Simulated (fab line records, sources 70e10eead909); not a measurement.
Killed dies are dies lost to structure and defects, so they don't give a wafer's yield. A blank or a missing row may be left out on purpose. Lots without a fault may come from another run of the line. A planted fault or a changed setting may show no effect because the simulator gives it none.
Problem report in the 8D (eight disciplines) form, filled by code | flow nand_harc | the parts of the form that need people (team, actions taken, sign-off) are left out

1. THE PROBLEM
overlay_x_nm at NHARC_P_BONDPAD_OVL_MEAS_38 reads a mean of 73 nm on 6 wafers of 2 lots; wafers without a fault read -1 nm with a standard deviation of 6.1. That is +12 standard deviations from the usual mean.
First seen on wafer L246.3, day 11 12:22, on overlay-02. The record holds 36 wafers of 12 lots with a number at this step. Rule for "out", or "out of limits": more than 4 standard deviations from the usual mean. The other wafers with a number count as sound.

2. WHAT IT IS AND WHAT IT IS NOT
question                    | is                     | is not
which readings at this step | overlay_x_nm           | overlay_y_nm
which lots                  | L246, L248             | L235, L236, L237, L238, L239, L252, L253, L254, L255, L257
which wafers of those lots  | all that have a number | -
read on which gauges        | overlay-01, overlay-02 | -
when                        | from day 11 12:22      | up to then (15 sound wafers); but 15 sound wafers of L252, L253, L254, L255, L257 came after

3. SUSPECTS, AND WHAT RULES EACH OUT
Counting: a tool at a process step up to the reading stays a suspect if it ran every lot that is out and no sound lot after the first of them.
- the gauge at NHARC_P_BONDPAD_OVL_MEAS_38: ruled out. The wafers that are out were read on 2 gauges (overlay-01, overlay-02).
- krf_scanner-02 at NHARC_P_BONDPAD_EXPOSE_06 (exposes mask P BPAD): kept. It ran every lot that is out, first L246 (day 11 12:07), and no sound lot after that; its last sound lot up to then is L239 (day 8 15:13).
Left after counting: krf_scanner-02 at NHARC_P_BONDPAD_EXPOSE_06.

4. THE CAUSE (what the simulator had put in)
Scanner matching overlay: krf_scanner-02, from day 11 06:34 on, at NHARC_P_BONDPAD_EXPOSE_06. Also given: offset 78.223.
Counting left only this tool.

5. THE CHAIN OF EFFECTS, in route order
Each row: a reading whose mean over the struck wafers that have a number lies more than 3 standard deviations from the usual. Only readings for which the record gives a usual standard deviation are gone through. hours: the time from each lot's start at the first step in this table that gives one to its start at this step, as a median over the lots. sigmas: the change in usual standard deviations.
hours | step                        | reading      | usual | on struck wafers | change | sigmas
0     | NHARC_P_BONDPAD_OVL_MEAS_38 | overlay_x_nm | -1 nm | 73               | +74    | +12
Later measuring or inspecting steps at which every struck wafer that the step has a row for has a number for every such reading, and none has moved that far: NHARC_END_SORT_01.

6. WHAT WOULD HAVE CAUGHT IT SOONER
In this record the first reading out of limits at a measuring or inspecting step was taken at day 11 12:22, 6 hours after the fault began at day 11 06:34.
Of the lots that are out (2), L248 began NHARC_P_BONDPAD_EXPOSE_06 on krf_scanner-02 after day 11 12:22. A hold on the tool at that time would have spared it.
